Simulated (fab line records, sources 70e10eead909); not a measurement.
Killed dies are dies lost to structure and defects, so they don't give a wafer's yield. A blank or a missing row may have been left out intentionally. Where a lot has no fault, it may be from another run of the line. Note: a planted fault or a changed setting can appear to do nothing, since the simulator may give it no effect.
fab line records | flow nand-harc
record: lots: 24 wafers: 72 last-day: 24
route steps=1159 shown A_M0@1015 A_M1@1042 A_BONDPAD@1076 THIN_TSV@1116
lots that met no fault: taken from a fault-free run of the same line
start-h: hours from the record's opening day to when the first of the lot's shown wafers began | wait-h: hours from the lot's prior step to this one | " as in the row above | L1.1+2: a row that stands for several wafers | - no value present, or no start provided | * or withheld: withheld | < > ~ a bound
route shown NAME@n: a module of which the file shows steps, and the number in the route of the first | usual: mean/standard deviation taken from wafers without a fault | same: alike in all rows | chamber/n: place in a boat | sites: readings site by site | _std_site: their standard deviation | _edge_site: mean of outer sites minus mean of inner sites | radius-mm: how far each site lies from the wafer's centre | mask NAME#n: copy n | behind: tool/chamber where the wafer was last shaped | hold: why the lot was held/for how many hours/how that ended | device: names the non-switching transistor (n, p or np) | end of line: at the end of the route, the tests of the same wafers | step lacking rows: just its recipe | killed: dies that structure and defects cost at the first sort, which is not the same as the wafer's yield | map: dies across one wafer; x = killed, . = not, _ = none there
set.NAME: setting as actually run; set.NAME@STEP: the setting as run at that earlier step | model.NAME: the simulator's own value behind a step, which no gauge read
a sample of lots followed through the steps of the route, with each step as a table and each wafer as a row
services: from which hour (start-h, from the record's first day; less than 0 if before it) a tool's chamber was out of use, for how many hours, and why
== steps ==
step: NHARC_A_M0_PVD_20
recipe: target-thk-a: 50 bias-v: 168.6 power-w: 15000 chamber-pressure-pa: 0.12 time-s: 8.06 substrate-temp-c: 50 material: TaN
usual: bias-v: 168.5/1.6 throttle-valve-pct: 30.0/0.95
same: time-s: 8.06
columns lot.wafer tool chamber start-h wait-h bias-v throttle-valve-pct
L075.1 pvd-sputter-03 - - - 169.0 29.1
L075.4 " - " " 167.2 30.1
L075.2 " - " " 168.8 32.0
L074.1 pvd-sputter-03 - - - 164.9 29.0
L074.6 " - " " 168.4 28.7
L074.5 " - " " 171.1 29.3
L079.4 pvd-sputter-02 - - - 170.9 29.3
L079.1 " - " " 169.9 29.1
L079.5 " - " " 166.9 31.3
L076.3 pvd-sputter-03 - - - 165.9 29.3
L076.4 " - " " 167.2 30.1
L076.5 " - " " 172.2 28.8
L077.4 pvd-sputter-01 - - - 168.8 29.2
L077.3 " - " " 165.3 30.8
L077.2 " - " " 167.7 30.9
L080.3 pvd-sputter-01 - - - 167.2 30.8
L080.6 " - " " 168.9 29.3
L080.5 " - " " 168.4 31.0
L081.3 pvd-sputter-01 - - - 168.6 29.1
L081.4 " - " " 167.2 31.1
L081.6 " - " " 166.6 29.0
L078.2 pvd-sputter-01 - - - 168.9 29.2
L078.4 " - " " 170.0 30.4
L078.5 " - " " 169.7 29.2
L082.3 pvd-sputter-02 - - - 167.5 28.9
L082.2 " - " " 169.1 29.2
L082.6 " - " " 164.2 28.8
L083.2 pvd-sputter-01 - - - 168.9 30.9
L083.1 " - " " 169.8 30.2
L083.5 " - " " 170.8 30.3
L086.3 pvd-sputter-01 - - - 167.6 28.8
L086.4 " - " " 170.1 30.8
L086.2 " - " " 165.3 31.0
L085.4 pvd-sputter-02 - - - 169.7 29.2
L085.3 " - " " 170.1 31.0
L085.1 " - " " 169.2 30.0
L084.1 pvd-sputter-03 - - - 168.3 29.8
L084.2 " - " " 169.7 30.6
L084.5 " - " " 168.5 28.5
L087.1 pvd-sputter-02 - - - 169.0 28.9
L087.2 " - " " 166.6 30.0
L087.3 " - " " 167.6 29.4
L088.2 pvd-sputter-01 - - - 167.7 30.9
L088.3 " - " " 166.9 29.2
L088.6 " - " " 166.2 30.9
L092.4 pvd-sputter-01 - - - 168.4 31.0
L092.2 " - " " 168.6 31.0
L092.5 " - " " 168.7 30.2
L089.2 pvd-sputter-01 - - - 170.4 30.9
L089.4 " - " " 166.8 30.9
L089.5 " - " " 167.5 30.9
L090.3 pvd-sputter-02 - - - 170.1 31.3
L090.2 " - " " 167.1 30.0
L090.6 " - " " 165.2 29.1
L091.4 pvd-sputter-03 - - - 166.6 30.5
L091.3 " - " " 170.2 29.7
L091.6 " - " " 168.6 30.6
L093.3 pvd-sputter-02 - - - 167.5 31.4
L093.2 " - " " 167.4 28.9
L093.5 " - " " 170.4 31.8
L094.4 pvd-sputter-02 - - - 167.0 31.3
L094.1 " - " " 170.1 28.8
L094.6 " - " " 168.4 29.1
L096.4 pvd-sputter-02 - - - 169.1 31.2
L096.1 " - " " 167.6 29.9
L096.6 " - " " 169.9 28.9
L095.1 pvd-sputter-02 - - - 164.8 31.4
L095.4 " - " " 166.5 29.8
L095.6 " - " " 166.2 31.4
L097.1 pvd-sputter-03 - - - 167.6 28.7
L097.4 " - " " 166.0 29.7
L097.6 " - " " 166.9 29.5
step: NHARC_A_M1_CD_MEAS_16
usual: cd-nm: 119.8/0.92
columns lot.wafer tool chamber start-h wait-h cd-nm
L075.1 cd-sem-02 - 402.35 - 118.4
L075.2 " - " " 119.5
L075.4 " - " " 119.5
L074.1 cd-sem-02 - 403.09 - 119.9
L074.5 " - " " 119.8
L074.6 " - " " 121.8
L079.1 cd-sem-03 - 409.94 - 120.6
L079.4 " - " " 121.2
L079.5 " - " " 121.2
L076.3 cd-sem-01 - 413.74 - 119.1
L076.4 " - " " 120.2
L076.5 " - " " 119.2
L077.2 cd-sem-03 - 414.23 - 118.8
L077.3 " - " " 120.6
L077.4 " - " " 121.7
L080.3 cd-sem-02 - 433.79 - 119.2
L080.5 " - " " 119.3
L080.6 " - " " 120.1
L081.3 cd-sem-01 - 437.66 - 119.5
L081.4 " - " " 118.9
L081.6 " - " " 120.4
L078.2 cd-sem-01 - 443.66 - 119.4
L078.4 " - " " 117.8
L078.5 " - " " 118.2
L082.2 cd-sem-01 - 455.61 - 119.2
L082.3 " - " " 119.2
L082.6 " - " " 120.2
L083.1 cd-sem-03 - 457.56 - 120.5
L083.2 " - " " 119.5
L083.5 " - " " 120.8
L086.2 cd-sem-03 - 472.35 - 120.6
L086.3 " - " " 120.9
L086.4 " - " " 120.3
L085.1 cd-sem-01 - 478.77 - 118.7
L085.3 " - " " 118.0
L085.4 " - " " 119.9
L084.1 cd-sem-03 - 479.74 - 119.7
L084.2 " - " " 119.1
L084.5 " - " " 118.0
L087.1 cd-sem-03 - 483.55 - 119.7
L087.2 " - " " 119.8
L087.3 " - " " 119.8
L088.2 cd-sem-03 - 495.97 - 120.3
L088.3 " - " " 120.0
L088.6 " - " " 119.8
L092.2 cd-sem-03 - 497.87 - 118.5
L092.4 " - " " 117.9
L092.5 " - " " 118.9
L089.2 cd-sem-01 - 508.63 - 119.8
L089.4 " - " " 120.3
L089.5 " - " " 120.9
L090.2 cd-sem-03 - 509.28 - 118.7
L090.3 " - " " 119.1
L090.6 " - " " 119.0
L091.3 cd-sem-01 - 514.17 - 119.8
L091.4 " - " " 120.1
L091.6 " - " " 120.1
L093.2 cd-sem-02 - 519.52 - 121.7
L093.3 " - " " 121.5
L093.5 " - " " 120.9
L094.1 cd-sem-02 - 531.36 - 119.8
L094.4 " - " " 120.7
L094.6 " - " " 119.6
L096.1 cd-sem-03 - 538.19 - 120.6
L096.4 " - " " 120.4
L096.6 " - " " 120.5
L095.1 cd-sem-03 - 539.07 - 119.1
L095.4 " - " " 119.7
L095.6 " - " " 120.9
L097.1 cd-sem-03 - 541.55 - 121.0
L097.4 " - " " 121.1
L097.6 " - " " 121.0
step: NHARC_A_BONDPAD_ETCH_34
recipe: target-depth-a: 600 overetch-a: 180 time-s: 65.91 ion-energy-ev: 200 n2-flow-sccm: 150 h2-flow-sccm: 150 ar-flow-sccm: 0 rf-w: 400 bias-w: 150 chemistry: N2/H2
usual: drypump-motor-current-A: 5.7/0.33 oes-product-au: 1.001/0.0084 rf-vpp-V: 431.3/2 showerhead-plenum-p-Torr: 2.06/0.064 throttle-valve-pct: 14.172/0.0081
same: time-s: 65.91
columns lot.wafer tool chamber start-h wait-h drypump-motor-current-A oes-product-au rf-hours-counter-h rf-vpp-V showerhead-plenum-p-Torr throttle-valve-pct
L075.1 rie-diel-10 3 406.86 0.1 5.6 1.001 2 432.2 2.10 14.180
L075.4 " 1 " " 5.8 1.002 2 432.4 2.08 14.168
L075.2 " 2 " " 5.5 0.991 2 431.9 2.10 14.176
L074.1 rie-diel-10 0 407.66 0.1 5.7 0.997 2 429.7 2.02 14.177
L074.5 " 1 " " 5.8 1.001 - 431.8 2.08 14.176
L074.6 " 2 " " 5.4 1.003 - 433.1 2.10 14.171
L079.4 rie-diel-07 2 414.64 0.1 5.5 1.008 0 429.4 1.96 14.168
L079.1 " 3 " " 6.8 0.994 0 432.5 2.14 14.160
L079.5 " 2 " " 5.5 1.012 - 427.1 1.96 14.173
L076.3 rie-diel-10 1 418.99 0.1 5.8 0.998 2 431.3 2.08 14.175
L076.4 " 0 " " 5.8 0.997 2 431.0 2.02 14.173
L076.5 " 2 " " 5.5 1.000 - 432.4 2.10 14.167
L077.4 rie-diel-10 2 419.19 0.1 5.4 1.007 2 431.9 2.10 14.158
L077.3 " 3 " " 5.6 1.005 2 432.9 2.10 14.180
L077.2 " 1 " " 5.8 1.011 2 431.7 2.08 14.158
L080.3 rie-diel-10 1 438.50 0.1 5.8 1.018 3 431.5 2.08 14.168
L080.6 " 2 " " 5.5 1.002 - 434.6 2.10 14.181
L080.5 " 3 " " 5.6 1.020 - 432.2 2.10 14.176
L081.3 rie-diel-10 3 442.29 0.1 5.6 1.003 3 431.8 2.10 14.176
L081.4 " 1 " " 5.7 1.002 3 430.1 2.08 14.176
L081.6 " 3 " " 5.6 1.001 - 432.4 2.10 14.175
L078.4 rie-diel-07 1 448.17 0.1 5.4 0.997 5 435.1 2.16 14.176
L078.2 " 2 " " 5.5 1.006 5 428.7 1.96 14.163
L078.5 " 0 " " 5.7 1.009 - 427.3 1.92 14.184
L082.3 rie-diel-07 1 460.17 0.1 5.4 0.993 7 434.4 2.16 14.183
L082.2 " 3 " " 6.8 1.009 9 433.0 2.14 14.184
L082.6 " 1 " " 5.4 0.983 - 434.1 2.16 14.171
L083.1 rie-diel-10 3 462.11 0.1 5.6 1.009 4 432.2 2.10 14.159
L083.2 " 0 " " 5.7 1.011 4 431.1 2.02 14.173
L083.5 " 2 " " 5.5 0.994 - 434.3 2.10 14.152
L086.3 rie-diel-10 3 476.87 0.1 5.6 0.998 4 431.9 2.10 14.179
L086.4 " 0 " " 5.7 1.014 4 429.7 2.02 14.173
L086.2 " 1 " " 5.8 1.007 4 431.5 2.08 14.183
L085.3 rie-diel-10 2 483.34 0.1 5.5 0.992 4 431.3 2.10 14.166
L085.1 " 3 " " 5.6 0.990 5 431.9 2.09 14.163
L085.4 " 1 " " 5.8 1.009 4 432.0 2.08 14.162
L084.1 rie-diel-01 1 484.73 0.1 5.7 1.006 63 429.0 2.02 14.178
L084.2 " 0 " " 6.0 0.991 61 434.5 2.18 14.174
L084.5 " 2 " " 5.5 0.978 - 429.4 1.99 14.180
L087.2 rie-diel-10 1 488.10 0.1 5.8 0.998 5 430.8 2.08 14.175
L087.3 " 2 " " 5.5 0.994 5 432.5 2.10 14.173
L087.1 " 0 " " 5.7 1.005 5 429.7 2.02 14.171
L088.3 rie-diel-07 2 500.76 0.1 5.5 1.007 16 427.8 1.96 14.183
L088.2 " 3 " " 6.8 0.996 18 433.3 2.13 14.183
L088.6 " 2 " " 5.5 1.005 - 427.5 1.96 14.177
L092.4 rie-diel-10 3 502.77 0.1 5.6 0.997 5 431.1 2.10 14.166
L092.2 " 1 " " 5.8 1.008 5 431.3 2.08 14.164
L092.5 " 3 " " 5.6 1.006 - 432.8 2.09 14.181
L089.4 rie-diel-10 2 513.19 0.1 5.4 0.998 5 432.5 2.10 14.178
L089.2 " 3 " " 5.6 1.001 6 432.0 2.10 14.178
L089.5 " 2 " " 5.4 0.995 - 432.4 2.10 14.163
L090.2 rie-diel-10 0 513.83 0.1 5.7 1.004 6 429.0 2.02 14.149
L090.3 " 1 " " 5.8 0.992 6 431.6 2.08 14.159
L090.6 " 3 " " 5.6 0.996 - 432.8 2.09 14.181
L091.4 rie-diel-10 0 518.72 0.1 5.7 0.999 6 429.1 2.02 14.181
L091.3 " 3 " " 5.6 0.995 6 432.0 2.09 14.156
L091.6 " 1 " " 5.8 1.008 - 431.8 2.08 14.170
L093.2 rie-diel-01 1 524.20 0.1 5.6 1.013 11 430.8 2.02 14.174
L093.3 " 2 " " 5.5 0.998 11 429.2 1.99 14.164
L093.5 " 1 " " 5.6 1.027 - 430.4 2.02 14.174
L094.1 rie-diel-07 3 536.32 0.1 6.8 0.988 26 432.3 2.13 14.163
L094.4 " 0 " " 5.7 1.006 25 425.8 1.91 14.175
L094.6 " 0 " " 5.7 1.002 - 426.1 1.91 14.180
L096.4 rie-diel-07 2 542.82 0.1 5.5 1.012 25 428.4 1.96 14.174
L096.1 " 3 " " 6.7 0.998 28 431.7 2.13 14.163
L096.6 " 0 " " 5.7 1.014 - 427.3 1.91 14.172
L095.1 rie-diel-10 2 543.58 0.1 5.5 1.001 0 432.5 2.10 14.164
L095.4 " 0 " " 5.7 0.997 0 428.7 2.02 14.168
L095.6 " 2 " " 5.4 1.000 - 432.6 2.10 14.179
L097.1 rie-diel-10 1 546.04 0.1 5.8 0.999 0 431.2 2.08 14.183
L097.4 " 3 " " 5.6 0.996 0 431.2 2.09 14.171
L097.6 " 1 " " 5.8 1.006 - 432.7 2.08 14.170
step: NHARC_A_BONDPAD_STRIP_15
recipe: o2-flow-sccm: 500 ar-flow-sccm: 0 bias-w: 0 chemistry: O2
usual: drypump-motor-current-A: 5.7/0.33 oes-product-au: 1.000/0.0088 rf-vpp-V: 57.8/0.9 showerhead-plenum-p-Torr: 3.56/0.1 throttle-valve-pct: 17.036/0.0077
columns lot.wafer tool chamber start-h wait-h drypump-motor-current-A oes-product-au rf-hours-counter-h rf-vpp-V showerhead-plenum-p-Torr throttle-valve-pct
L075.1 rie-diel-10 0 407.18 0.1 5.7 0.992 2 58.3 3.50 17.044
L075.2 " 1 " " 5.8 0.999 2 58.7 3.59 17.039
L075.4 " 3 " " 5.6 0.994 2 58.1 3.62 17.035
L074.1 rie-diel-10 2 407.99 0.1 5.5 1.001 2 57.8 3.63 17.025
L074.6 " 0 " " 5.7 0.993 - 55.5 3.49 17.043
L074.5 " 1 " " 5.8 1.003 - 59.2 3.59 17.013
L079.1 rie-diel-01 3 414.98 0.1 5.0 0.992 35 57.4 3.58 17.028
L079.4 " 0 " " 6.0 0.985 35 59.4 3.76 17.024
L079.5 " 1 " " 5.6 1.011 - 56.7 3.52 17.026
L076.4 rie-diel-10 1 419.37 0.1 5.8 1.019 2 56.0 3.59 17.038
L076.3 " 3 " " 5.6 1.007 2 59.1 3.62 17.028
L076.5 " 0 " " 5.7 1.000 - 57.6 3.49 17.039
L077.3 rie-diel-01 1 419.49 0.1 5.7 1.014 37 57.2 3.51 17.049
L077.2 " 3 " " 5.0 0.984 36 58.4 3.58 17.035
L077.4 " 0 " " 6.0 0.991 36 58.6 3.76 17.037
L080.3 rie-diel-10 0 438.82 0.1 5.7 0.999 3 57.4 3.49 17.028
L080.5 " 2 " " 5.5 0.994 - 57.0 3.63 17.030
L080.6 " 3 " " 5.6 1.004 - 60.5 3.62 17.043
L081.4 rie-diel-07 0 442.60 0.1 5.7 1.009 5 57.6 3.33 17.040
L081.3 " 3 " " 6.7 1.007 5 57.2 3.68 17.027
L081.6 " 1 " " 5.4 0.986 - 57.6 3.72 17.045
L078.4 rie-diel-10 0 448.50 0.1 5.7 1.022 3 58.4 3.49 17.037
L078.2 " 2 " " 5.5 1.003 3 57.8 3.63 17.032
L078.5 " 3 " " 5.6 1.009 - 57.9 3.62 17.028
L082.3 rie-diel-07 0 460.49 0.1 5.7 1.012 8 57.3 3.33 17.032
L082.2 " 1 " " 5.4 0.993 7 58.1 3.71 17.044
L082.6 " 0 " " 5.7 1.019 - 55.2 3.33 17.043
L083.2 rie-diel-10 3 462.44 0.1 5.6 1.003 4 58.1 3.62 17.046
L083.1 " 0 " " 5.7 0.999 4 58.1 3.49 17.021
L083.5 " 2 " " 5.5 0.991 - 57.3 3.63 17.036
L086.2 rie-diel-10 2 477.19 0.1 5.5 1.006 4 58.7 3.63 17.040
L086.4 " 3 " " 5.6 1.012 4 57.9 3.62 17.033
L086.3 " 0 " " 5.7 1.010 4 57.5 3.49 17.039
L085.1 rie-diel-10 1 483.64 0.1 5.8 1.004 4 56.8 3.59 17.034
L085.3 " 2 " " 5.5 0.990 4 57.0 3.63 17.028
L085.4 " 0 " " 5.7 1.009 5 57.8 3.49 17.049
L084.1 rie-diel-10 0 485.20 0.1 5.7 1.017 5 58.5 3.49 17.030
L084.2 " 3 " " 5.6 1.002 5 57.8 3.62 17.035
L084.5 " 1 " " 5.8 1.004 - 59.0 3.59 17.019
L087.1 rie-diel-07 1 488.41 0.1 5.4 0.989 12 57.7 3.71 17.039
L087.2 " 3 " " 6.8 0.995 15 58.9 3.67 17.040
L087.3 " 0 " " 5.7 1.002 14 57.7 3.33 17.031
L088.2 rie-diel-10 2 501.08 0.1 5.5 0.994 5 60.1 3.63 17.020
L088.3 " 0 " " 5.8 0.987 5 58.6 3.49 17.042
L088.6 " 2 " " 5.5 0.992 - 59.0 3.63 17.036
L092.4 rie-diel-10 0 503.11 0.1 5.7 0.994 5 58.5 3.49 17.029
L092.2 " 1 " " 5.8 0.998 5 57.2 3.59 17.041
L092.5 " 2 " " 5.5 0.995 - 58.5 3.63 17.047
L089.4 rie-diel-10 0 513.49 0.1 5.7 1.003 6 57.8 3.49 17.033
L089.2 " 3 " " 5.6 0.994 6 56.9 3.61 17.036
L089.5 " 0 " " 5.7 1.003 - 56.5 3.49 17.025
L090.3 rie-diel-10 0 514.12 0.1 5.7 0.998 6 56.9 3.49 17.031
L090.2 " 2 " " 5.5 0.989 6 57.7 3.63 17.043
L090.6 " 0 " " 5.7 1.004 - 57.3 3.49 17.033
L091.4 rie-diel-10 0 519.05 0.1 5.7 0.994 6 58.0 3.49 17.034
L091.3 " 1 " " 5.8 0.997 6 58.0 3.59 17.047
L091.6 " 3 " " 5.6 0.993 - 58.1 3.61 17.032
L093.2 rie-diel-07 3 524.57 0.1 6.8 0.998 24 57.8 3.67 17.039
L093.3 " 0 " " 5.7 1.010 23 57.8 3.32 17.044
L093.5 " 0 " " 5.7 0.999 - 57.6 3.32 17.044
L094.1 rie-diel-01 1 536.84 0.3 5.7 1.018 16 57.2 3.49 17.034
L094.4 " 3 " " 5.1 0.980 16 57.2 3.56 17.046
L094.6 " 1 " " 5.7 1.014 - 56.8 3.49 17.027
L096.1 rie-diel-10 3 543.13 0.1 5.6 0.992 0 57.3 3.61 17.039
L096.4 " 0 " " 5.7 0.992 0 58.3 3.49 17.042
L096.6 " 2 " " 5.4 1.003 - 58.4 3.63 17.040
L095.4 rie-diel-07 1 543.88 0.1 5.4 0.995 24 58.2 3.70 17.053
L095.1 " 3 " " 6.8 0.997 28 59.3 3.67 17.043
L095.6 " 1 " " 5.4 1.000 - 56.3 3.70 17.035
L097.4 rie-diel-07 3 546.36 0.1 6.9 1.001 28 57.0 3.67 17.034
L097.1 " 0 " " 5.7 1.001 27 57.5 3.32 17.030
L097.6 " 3 " " 6.8 0.986 - 57.8 3.67 17.033
step: NHARC_A_BONDPAD_PVD_27
recipe: target-thk-a: 300 chamber-pressure-pa: 5 power-w: 5000 substrate-temp-c: 30 time-s: 20.49 material: Cu
usual: throttle-valve-pct: 30.0/0.91
same: time-s: 20.49
columns lot.wafer tool chamber start-h wait-h throttle-valve-pct
L075.1 pvd-sputter-02 - - - 30.8
L075.4 " - " " 29.1
L075.2 " - " " 29.7
L074.1 pvd-sputter-03 - - - 29.1
L074.5 " - " " 28.9
L074.6 " - " " 29.2
L079.1 pvd-sputter-01 - - - 31.0
L079.4 " - " " 31.0
L079.5 " - " " 31.1
L076.3 pvd-sputter-02 - - - 28.8
L076.4 " - " " 29.9
L076.5 " - " " 29.2
L077.4 pvd-sputter-01 - - - 31.0
L077.3 " - " " 30.3
L077.2 " - " " 29.0
L080.3 pvd-sputter-02 - - - 29.0
L080.5 " - " " 29.8
L080.6 " - " " 29.1
L081.3 pvd-sputter-01 - - - 28.9
L081.4 " - " " 30.9
L081.6 " - " " 30.3
L078.4 pvd-sputter-02 - - - 31.3
L078.2 " - " " 28.8
L078.5 " - " " 30.1
L082.3 pvd-sputter-01 - - - 31.1
L082.2 " - " " 30.5
L082.6 " - " " 30.5
L083.2 pvd-sputter-01 - - - 30.4
L083.1 " - " " 29.0
L083.5 " - " " 31.3
L086.3 pvd-sputter-01 - - - 30.2
L086.2 " - " " 29.1
L086.4 " - " " 31.1
L085.1 pvd-sputter-02 - - - 31.2
L085.3 " - " " 28.6
L085.4 " - " " 30.1
L084.1 pvd-sputter-02 - - - 29.2
L084.2 " - " " 31.4
L084.5 " - " " 29.0
L087.2 pvd-sputter-01 - - - 31.1
L087.3 " - " " 31.1
L087.1 " - " " 30.3
L088.3 pvd-sputter-03 - - - 29.9
L088.2 " - " " 29.7
L088.6 " - " " 30.0
L092.4 pvd-sputter-02 - - - 29.0
L092.2 " - " " 29.6
L092.5 " - " " 28.8
L089.2 pvd-sputter-02 - - - 31.3
L089.4 " - " " 30.0
L089.5 " - " " 31.2
L090.3 pvd-sputter-02 - - - 28.7
L090.2 " - " " 29.7
L090.6 " - " " 31.4
L091.4 pvd-sputter-03 - - - 29.8
L091.3 " - " " 30.1
L091.6 " - " " 29.7
L093.3 pvd-sputter-01 - - - 30.8
L093.2 " - " " 29.4
L093.5 " - " " 29.9
L094.1 pvd-sputter-01 - - - 31.0
L094.4 " - " " 30.1
L094.6 " - " " 31.0
L096.4 pvd-sputter-02 - - - 30.0
L096.1 " - " " 29.2
L096.6 " - " " 28.9
L095.4 pvd-sputter-03 - - - 30.5
L095.1 " - " " 29.8
L095.6 " - " " 29.6
L097.4 pvd-sputter-03 - - - 29.7
L097.1 " - " " 29.8
L097.6 " - " " 28.6
step: NHARC_THIN_TSV_CD_MEAS_12
recipe: target-cd-nm: 1000 landing-energy-ev: 500
usual: cd-nm: 1001.1/2
columns lot.wafer tool chamber start-h wait-h cd-nm
L075.1 cd-sem-01 0 426.46 - 1001.6
L075.2 " 0 " " 1003.7
L075.4 " 0 " " 998.4
L074.1 cd-sem-02 0 427.61 - 1003.7
L074.5 " 0 " " 1004.6
L074.6 " 0 " " 1002.1
L077.2 cd-sem-01 0 433.26 - 1001.2
L077.3 " 0 " " 1003.8
L077.4 " 0 " " 1002.7
L079.1 cd-sem-01 0 434.32 - 999.9
L079.4 " 0 " " 999.3
L079.5 " 0 " " 999.2
L076.3 cd-sem-01 0 435.41 - 1004.0
L076.4 " 0 " " 1000.3
L076.5 " 0 " " 1004.3
L080.3 cd-sem-03 0 453.31 - 999.4
L080.5 " 0 " " 1000.9
L080.6 " 0 " " 998.5
L081.3 cd-sem-03 0 459.21 - 999.8
L081.4 " 0 " " 998.4
L081.6 " 0 " " 998.4
L078.2 cd-sem-01 0 463.85 - 1001.1
L078.4 " 0 " " 1001.9
L078.5 " 0 " " 999.6
L082.2 cd-sem-01 0 475.25 - 1000.8
L082.3 " 0 " " 999.4
L082.6 " 0 " " 1000.0
L083.1 cd-sem-01 0 476.88 - 1002.5
L083.2 " 0 " " 1001.3
L083.5 " 0 " " 1002.9
L086.2 cd-sem-02 0 491.71 - 999.6
L086.3 " 0 " " 999.1
L086.4 " 0 " " 998.3
L085.1 cd-sem-03 0 499.17 - 999.2
L085.3 " 0 " " 999.9
L085.4 " 0 " " 999.1
L084.1 cd-sem-02 0 500.27 - 999.7
L084.2 " 0 " " 997.9
L084.5 " 0 " " 997.2
L087.1 cd-sem-03 0 503.93 - 999.7
L087.2 " 0 " " 1002.0
L087.3 " 0 " " 1003.2
L088.2 cd-sem-01 0 516.95 - 1001.8
L088.3 " 0 " " 1002.5
L088.6 " 0 " " 1002.9
L092.2 cd-sem-02 0 518.14 - 998.8
L092.4 " 0 " " 1001.2
L092.5 " 0 " " 998.1
L089.2 cd-sem-03 0 528.92 - 1002.7
L089.4 " 0 " " 1001.4
L089.5 " 0 " " 998.9
L090.2 cd-sem-03 0 530.25 - 999.6
L090.3 " 0 " " 1004.9
L090.6 " 0 " " 1003.7
L091.3 cd-sem-03 0 533.90 - 1003.5
L091.4 " 0 " " 1002.9
L091.6 " 0 " " 1002.6
L093.2 cd-sem-03 0 540.44 - 1003.0
L093.3 " 0 " " 1000.3
L093.5 " 0 " " 1002.4
L094.1 cd-sem-03 0 551.93 - 998.4
L094.4 " 0 " " 1001.7
L094.6 " 0 " " 1000.6
L097.1 cd-sem-03 0 557.81 - 1001.2
L097.4 " 0 " " 999.5
L097.6 " 0 " " 1002.3
L095.1 cd-sem-03 0 558.97 - 997.6
L095.4 " 0 " " 1001.2
L095.6 " 0 " " 999.5
L096.1 cd-sem-02 0 560.15 - 1000.1
L096.4 " 0 " " 1000.9
L096.6 " 0 " " 1000.7
== services ==
columns tool chamber start-h hours kind
rie-diel-07 3 381.67 14.3 repair
rie-diel-10 0 387.00 - clean
rie-diel-10 1 387.00 - clean
rie-diel-10 2 387.00 - clean
rie-diel-10 3 387.00 - clean
pvd-sputter-02 - 392.01 10.0 pm
rie-diel-07 - 405.20 9.0 pm
rie-diel-10 0 411.50 - clean
rie-diel-10 1 411.50 - clean
rie-diel-10 2 411.50 - clean
rie-diel-10 3 411.50 - clean
rie-diel-10 0 436.00 - clean
rie-diel-10 1 436.00 - clean
rie-diel-10 2 436.00 - clean
rie-diel-10 3 436.00 - clean
pvd-sputter-03 - 458.00 10.0 pm
rie-diel-10 0 460.50 - clean
rie-diel-10 1 460.50 - clean
rie-diel-10 2 460.50 - clean
rie-diel-01 - 492.38 9.0 pm
pvd-sputter-01 - 514.06 10.0 pm
rie-diel-10 1 522.92 5.5 repair
rie-diel-10 2 526.21 9.7 repair
rie-diel-10 - 530.50 9.0 pm
== key ==
fault none
